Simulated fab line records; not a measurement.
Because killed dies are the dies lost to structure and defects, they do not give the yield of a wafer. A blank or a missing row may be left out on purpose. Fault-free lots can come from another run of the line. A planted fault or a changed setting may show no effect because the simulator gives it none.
fab line records	flow n5Finfet
record lots=7	wafers=39
route steps=1938 shown WELL_APT@33 FIN_SAQP@138 DUMMY_GATE@243 MOL_CONTACT_COAG@538 BEOL_M4@1111
startH: hours from the record's opening day to when the first of the lot's shown wafers began	waitH: hours from the lot's prior step to this one	" repeats the value in the row above	L1.1+2: several wafers, shown together as one row	- either no value or no given start	* or withheld: withheld	< > ~ a bound
route shown NAME@n: NAME is a module with steps in the file, n the number in the route of the first one	usual: mean and standard deviation over wafers with no fault	same: alike in all rows	chamber/n: place in a boat	sites: per-site readings	_std_site: the standard deviation of these	_edge_site: the outer-site mean with the inner-site mean subtracted	radiusMm: for every site, how far away it sits from the centre of the wafer	mask NAME#n: copy n	behind: the most recent tool/chamber to have shaped the wafer	hold: the reason the lot was held/the length of the hold in hours/how it ended	device: the n, p or np transistor that did not switch	end of line: tests run on the same wafers once the route is complete	for a step that has no rows: nothing shown but its recipe	killed: not the wafer's yield, but the dies lost to structure and defects at the first sort	map: a wafer's dies, x killed, . not, _ none there
set.NAME: the run value of the setting; set.NAME@STEP: its run value at that earlier step	model.NAME: the simulator's own value behind a step, which no gauge read
lots run with intentionally changed settings; tables by step, rows by wafer
## steps
# step N5_WELL_APT_IMPLANT_15
# recipe species=As	energyKev=25	doseCm2=1.5e+13	tiltDeg=0	rotationDeg=0
# step N5_WELL_APT_IMPLANT_32
# recipe species=BF2	energyKev=50	doseCm2=2e+13	tiltDeg=0	rotationDeg=0
# step N5_FIN_SAQP_SPACER2_ALD_28
# recipe material=SiO2	targetThkA=81	tempC=300	aldPrecursorFamily=BDEAS	aldCoReactant=O2-plasma	pulseTimeS=1	purgeTimeS=2	coReactantPurgeTimeS=2	pressureTorr=2
# step N5_DUMMY_GATE_ETCH_31
# recipe chemistry=C4F6/O2	target=SiO2	maskMaterial=SOC	targetDepthA=825	timeS=27.5	ionEnergyEv=250	pressureMtorr=30	sourceW=345	biasW=185	Ar_flow_sccm=300	C4F6_flow_sccm=10	O2_flow_sccm=10
# step N5_DUMMY_GATE_ETCH_44
# recipe chemistry=HBr/O2	overEtchFrac=0.7	targetDepthA=1275	stopOn=SiO2	ionEnergyEv=60	biasW=20	target=poly-Si	maskMaterial=SiO2	pressureMtorr=20	icpW=400	HBr_flow_sccm=120	O2_flow_sccm=10
# step N5_MOL_CONTACT_COAG_ETCH_110
# recipe chemistry=CF4/O2	target=Si	targetDepthA=25	timeS=8	pressureMtorr=100	sourceW=200	biasW=12	ionEnergyEv=60	Ar_flow_sccm=100	cf4FlowSccm=100	O2_flow_sccm=10
# step N5_MOL_CONTACT_COAG_ALD_27
# recipe material=SiOC	targetThkA=170	tempC=400	aldPrecursorFamily=carbosiloxane	aldCoReactant=H2-plasma	pulseTimeS=1.5	timeS=2720	purgeTimeS=2	coReactantPurgeTimeS=2	aldCycles=340	pressureTorr=2
# step N5_MOL_CONTACT_COAG_VIA_ETCH_46
# recipe chemistry=C4F6/O2	targetDepthA=460	overetchA=92	maskMaterial=SOC	target=SiO2	biasW=455	pressureMtorr=10	timeS=40	sourceW=325	Ar_flow_sccm=300	C4F6_flow_sccm=10	O2_flow_sccm=10	ionEnergyEv=575.3	ends=endPoint
# step N5_BEOL_M4_RC_MEAS_101
# usual CJ_N=4.37/0.09	RS_PWELL=3011/22	VT_N=248.8/2.7	VT_N_LVT=98/3.1	VT_P=-250/3.3	VT_P_LVT=-98.6/2.8
lot.wafer	tool	chamber	startH	waitH	set.energyKev@WELL_APT_IMPLANT_15	set.energyKev@WELL_APT_IMPLANT_32	set.targetThkA@FIN_SAQP_SPACER2_ALD_28	set.targetDepthA@DUMMY_GATE_ETCH_31	set.targetDepthA@DUMMY_GATE_ETCH_44	set.biasW@MOL_CONTACT_COAG_ETCH_110	set.aldCycles@MOL_CONTACT_COAG_ALD_27	set.biasW@MOL_CONTACT_COAG_VIA_ETCH_46	CJ_N	RS_PWELL[ohm/sq]	VT_N[mV]	VT_N_LVT[mV]	VT_P[mV]	VT_P_LVT[mV]
L076.1	prober-01	0	181.48	0.0	25	50	76.01	825	1275	10.05	340	455	4.25	3039	257.1	108	-258	-105.9
L076.2	"	0	"	"	21.92	53.48	81	825	1275	12	397	455	4.16	2964	243.1	96	-247	-97.3
L076.3	"	0	"	"	25	50	81	909	1216	10.05	397	455	4.35	3042	247.3	98	-249	-99.0
L076.4	"	0	"	"	21.92	53.48	76.01	909	1275	10.05	397	455	4.22	2977	257.6	111	-257	-106.2
L076.5	"	0	"	"	21.92	50	81	825	1216	12	340	455	4.26	3053	248.1	100	-250	-99.8
L076.6	"	0	"	"	25	53.48	76.01	909	1216	12	340	455	4.09	2994	258.7	109	-256	-104.8
L079.1	prober-01	0	185.76	0.0	25	50	72.08	825	1230	12	340	455	4.18	2962	260.9	111	-254	-106.0
L079.2	"	0	"	"	25	55.68	72.08	752.2	1275	13.19	340	455	4.02	2909	261.0	110	-255	-107.2
L079.3	"	0	"	"	25	50	81	752.2	1275	12	340	455	4.32	3007	249.2	100	-250	-100.2
L079.4	"	0	"	"	25	55.68	72.08	752.2	1230	13.19	340	455	4.04	2914	265.7	116	-260	-110.8
L079.5	"	0	"	"	25	55.68	81	825	1275	12	340	455	3.94	2940	249.1	99	-250	-99.1
L079.6	"	0	"	"	25	50	81	825	1230	13.19	340	455	4.19	2994	252.4	101	-249	-99.8
L085.1	prober-01	0	237.24	0.0	25	50	75.78	825	1275	12	340	542.3	4.41	3019	257.5	108	-260	-105.1
L085.2	"	0	"	"	23.02	50	81	868.1	1436	12	319	542.3	4.19	3012	248.9	99	-253	-99.5
L085.3	"	0	"	"	23.02	45.66	75.78	825	1275	12.83	319	455	4.66	3059	260.8	111	-259	-106.5
L085.4	"	0	"	"	25	45.66	81	868.1	1275	12.83	319	542.3	4.55	3075	250.7	100	-254	-101.1
L085.5	"	0	"	"	23.02	50	75.78	868.1	1436	12.83	340	455	4.34	3017	255.6	104	-258	-105.2
L085.6	"	0	"	"	25	45.66	81	825	1436	12	340	455	4.71	3069	254.6	103	-255	-102.5
L086.1	prober-02	0	240.32	0.0	25	50	85.32	825	1389	12	340	455	4.47	3032	239.1	89	-242	-94.0
L086.2	"	0	"	"	22.54	50	81	825	1389	12	397	455	4.33	3020	252.5	105	-249	-102.6
L086.3	"	0	"	"	25	50	81	825	1275	12	397	493.8	4.45	3012	250.7	101	-246	-100.9
L086.4	"	0	"	"	22.54	50	85.32	862	1275	12	340	455	4.36	3049	243.3	93	-242	-94.6
L086.5	"	0	"	"	22.54	50	81	862	1275	12	340	493.8	4.46	3010	248.5	100	-249	-99.6
L086.6	"	0	"	"	25	50	85.32	862	1389	12	397	493.8	4.23	3023	241.5	92	-242	-93.4
L088.1	prober-02	0	246.51	0.0	25	42.52	81	825	1275	12	364	542	4.91	3082	251.3	103	-251	-98.7
L088.2	"	0	"	"	25	50	81	825	1275	14.22	340	455	4.43	3018	251.8	104	-249	-100.8
L088.3	"	0	"	"	25	42.52	81	825	1275	14.22	340	455	4.81	3066	245.6	97	-248	-95.5
L088.4	"	0	"	"	25	50	81	825	1275	12	340	542	4.34	3024	252.7	103	-251	-101.1
L088.5	"	0	"	"	25	42.52	81	825	1275	12	364	455	4.84	3086	253.3	103	-251	-100.5
L088.6	"	0	"	"	25	50	81	825	1275	14.22	364	542	4.40	3020	253.1	105	-249	-102.1
L092.2	prober-01	0	268.60	0.2	25	50	81	825	1275	12	340	455	4.30	3017	245.0	101	-249	-99.6
L092.3	"	0	"	"	25	50	81	825	1275	12	340	455	4.31	3044	243.3	95	-248	-97.4
L092.6	"	0	"	"	25	50	81	825	1275	12	340	455	4.35	3034	251.1	104	-250	-102.4
L096.1	prober-02	0	296.59	0.0	25	55.29	77.35	825	1275	12	369	455	4.19	2946	258.0	106	-254	-101.9
L096.2	"	0	"	"	25	55.29	81	825	1275	12	340	532.9	4.24	2922	247.3	94	-246	-95.1
L096.3	"	0	"	"	25	55.29	81	744.6	1275	12	369	455	4.17	2936	249.0	99	-251	-98.8
L096.4	"	0	"	"	25	50	81	744.6	1275	12	340	532.9	4.58	3000	252.6	98	-247	-96.3
L096.5	"	0	"	"	25	50	77.35	744.6	1275	12	340	455	4.50	3038	254.3	102	-250	-98.3
L096.6	"	0	"	"	25	50	77.35	825	1275	12	369	532.9	4.52	3042	251.3	100	-248	-98.9
## key
split step=N5_WELL_APT_IMPLANT_15	setting=energyKev	statedAs=25
response none clear
split step=N5_WELL_APT_IMPLANT_32	setting=energyKev	statedAs=50
response step=N5_BEOL_M4_RC_MEAS_101	reading=CJ_N	slope=-0.0275	per=1%	togetherWith=all	explained=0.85
response step=N5_BEOL_M4_RC_MEAS_101	reading=RS_PWELL	slope=-5.59	per=1%	togetherWith=all	explained=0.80
split step=N5_FIN_SAQP_SPACER2_ALD_28	setting=targetThkA	statedAs=81
response step=N5_BEOL_M4_RC_MEAS_101	reading=VT_P_LVT	slope=+0.791	per=1%	togetherWith=all	explained=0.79
response step=N5_BEOL_M4_RC_MEAS_101	reading=VT_N	slope=-1.23	per=1%	togetherWith=all	explained=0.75
response step=N5_BEOL_M4_RC_MEAS_101	reading=VT_P	slope=+0.744	per=1%	togetherWith=all	explained=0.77
response step=N5_BEOL_M4_RC_MEAS_101	reading=VT_N_LVT	slope=-1.21	per=1%	togetherWith=all	explained=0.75
split step=N5_DUMMY_GATE_ETCH_31	setting=targetDepthA	statedAs=825
response none clear
split step=N5_DUMMY_GATE_ETCH_44	setting=targetDepthA	statedAs=1275
response none clear
split step=N5_MOL_CONTACT_COAG_ETCH_110	setting=biasW	statedAs=12
response none clear
split step=N5_MOL_CONTACT_COAG_ALD_27	setting=aldCycles	statedAs=340
response none clear
split step=N5_MOL_CONTACT_COAG_VIA_ETCH_46	setting=biasW	statedAs=455
response none clear
